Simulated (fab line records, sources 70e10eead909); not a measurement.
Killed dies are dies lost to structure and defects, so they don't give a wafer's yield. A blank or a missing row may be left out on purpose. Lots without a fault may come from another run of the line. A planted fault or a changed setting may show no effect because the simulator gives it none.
A struck lot beside a sound one | flow nand_harc | 42 steps out of a route of 1302
Sound: wafers L999.2, L999.5, L999.6. Struck: wafer L119.5. (L119.1, L119.6 of the same lot were not struck and are left out.) The cause comes at the end.
At each step with rows: each side's tool, then ch and its chambers, then its first start. Under that, the readings that differ: sound wafers | struck wafers | difference of the means | sigmas: that difference in standard deviations of wafers without a fault.
alike: readings whose means differ by less than 2 such deviations, and words and numbers that are the same on both sides. not compared: withheld readings, readings that some wafer has no value for, bounds like >300 that may hide the same value, and numbers for which the record gives no deviation and whose values overlap.
The two part at a step that has a row with sigmas, a row that says differs or no value, or rows on one side only. Numbers that don't overlap but have no deviation are shown without sigmas and don't part them. A reading that every wafer of one side lacks parts them only if that side has two wafers or more.

first, 4 steps without rows for these wafers: NHARC_THIN_TSV_EBR_08; NHARC_THIN_TSV_EXPOSE_09 (exposes mask TSV); NHARC_THIN_TSV_PEB_10 (peb time 85 s); NHARC_THIN_TSV_DEVELOP_11 (time 70 s).
NHARC_THIN_TSV_CD_MEAS_12: target cd 1000 nm.
  sound on cd_sem-01 ch 0, day 25 14:04; struck on cd_sem-03 ch 0, day 32 20:13
  alike: cd_nm
then, 4 steps without rows for these wafers: NHARC_THIN_TSV_HARDBAKE_13 (time 80 s); NHARC_THIN_TSV_DESCUM_14 (chemistry O2, time 3 s); NHARC_THIN_TSV_ETCH_44 (etches the open film in CF4/O2, target depth 1594.2 nm, time 797.1 s); NHARC_THIN_TSV_ETCH_15 (target depth 3000 nm, bosch target overetch cycles 2, bosch etch step 2.8 s).
NHARC_THIN_TSV_CD_MEAS_16:
  sound on cd_sem-03, day 25 15:02; struck on cd_sem-02, day 32 21:12
  alike: cd_nm
then, 2 steps without rows for these wafers: NHARC_THIN_TSV_STRIP_45 (strips in O2); NHARC_THIN_TSV_STRIP_46 (strips in post etch residue remover, time 1200 s).
NHARC_THIN_TSV_DEP_47: deposits SiO2, target thk 200 nm.
  sound on pecvd-03 ch 0,1,2, day 25 15:59; struck on pecvd-02 ch 2, day 32 22:07
  alike: rf_fwd_power_W, throttle_valve_pct
then, 1 step without rows for these wafers: NHARC_THIN_TSV_ETCHBACK_48 (etches the open film in C4F8/Ar, target depth 1028.5 nm, time 405.17 s).
NHARC_THIN_TSV_STRIP_62: strips in N2/H2, time 20 s.
  sound on plasma_asher-01 ch 0,1, day 25 16:40; struck on plasma_asher-02 ch 0, day 32 22:50
  alike: drypump_motor_current_A, heater_power_w
  not compared: rf_hours_counter_h
NHARC_THIN_TSV_DEGAS_49: time 120 s.
  sound on pvd_sputter-02, day 25 16:52; struck on pvd_sputter-02, day 32 23:02
  alike: heater_power_w
NHARC_THIN_TSV_PRE_CLEAN_50: time 30 s.
  sound on pvd_sputter-02; struck on pvd_sputter-02
  alike: heater_power_w
NHARC_THIN_TSV_PVD_19: deposits TaN, target thk 20 nm.
  sound on pvd_sputter-02; struck on pvd_sputter-02
  alike: throttle_valve_pct
then, 2 steps without rows for these wafers: NHARC_THIN_TSV_PVD_51 (deposits Cu, target thk 100 nm); NHARC_THIN_TSV_ECD_20 (material Cu, target thk 2000 nm).
NHARC_THIN_TSV_ANNEAL_52: time 90 s.
  sound on rtp_anneal-01 ch 0, day 25 18:04; struck on rtp_anneal-01 ch 0, day 33 00:13
  reading           | sound                | struck | difference | sigmas
  anneal_temp_c_max | 225.87 225.67 226.04 | 226.47 | +0.61      | +3
  alike: wafer_temp_C_max
then, 14 steps without rows for these wafers: NHARC_THIN_TSV_CMP_21 (polishes, t overpolish 30 s, target thk 2000 nm); NHARC_THIN_TSV_SRD_23; NHARC_THIN_TSV_DEGAS_53 (time 60 s); NHARC_THIN_TSV_PRE_CLEAN_54 (time 30 s); NHARC_THIN_TSV_PVD_55 (deposits TiN, target thk 50 nm); NHARC_THIN_TSV_PVD_24 (deposits Al, target thk 800 nm); NHARC_THIN_TSV_DEHYDRATE_25 (time 120 s); NHARC_THIN_TSV_HMDS_26 (time 30 s); NHARC_THIN_TSV_COAT_27; NHARC_THIN_TSV_SOFTBAKE_28 (time 95 s); NHARC_THIN_TSV_EBR_29; NHARC_THIN_TSV_EXPOSE_30 (exposes mask PAD); NHARC_THIN_TSV_PEB_31 (peb time 85 s); NHARC_THIN_TSV_DEVELOP_32 (time 70 s).
NHARC_THIN_TSV_CD_MEAS_33: target cd 5000 nm.
  sound on cd_sem-01 ch 0, day 25 19:58; struck on cd_sem-01 ch 0, day 33 02:09
  alike: cd_nm
then, 5 steps without rows for these wafers: NHARC_THIN_TSV_HARDBAKE_34 (time 80 s); NHARC_THIN_TSV_DESCUM_35 (chemistry O2, time 3 s); NHARC_THIN_TSV_ETCH_59 (etches the open film in Cl2/BCl3, target depth 880 nm, time 138.1 s); NHARC_THIN_TSV_ETCH_36 (etches the open film in Cl2/BCl3, target depth 65 nm, time 18.571 s); NHARC_THIN_TSV_STRIP_56 (strips in O2).
NHARC_END_SORT_01:
  the record has rows for the struck wafers here (prober-02 ch 0, day 33 16:08) and none for the sound ones

WHERE THEY PART
First at NHARC_THIN_TSV_ANNEAL_52; last, within this record, at NHARC_END_SORT_01.

WHY: what the simulator had put in
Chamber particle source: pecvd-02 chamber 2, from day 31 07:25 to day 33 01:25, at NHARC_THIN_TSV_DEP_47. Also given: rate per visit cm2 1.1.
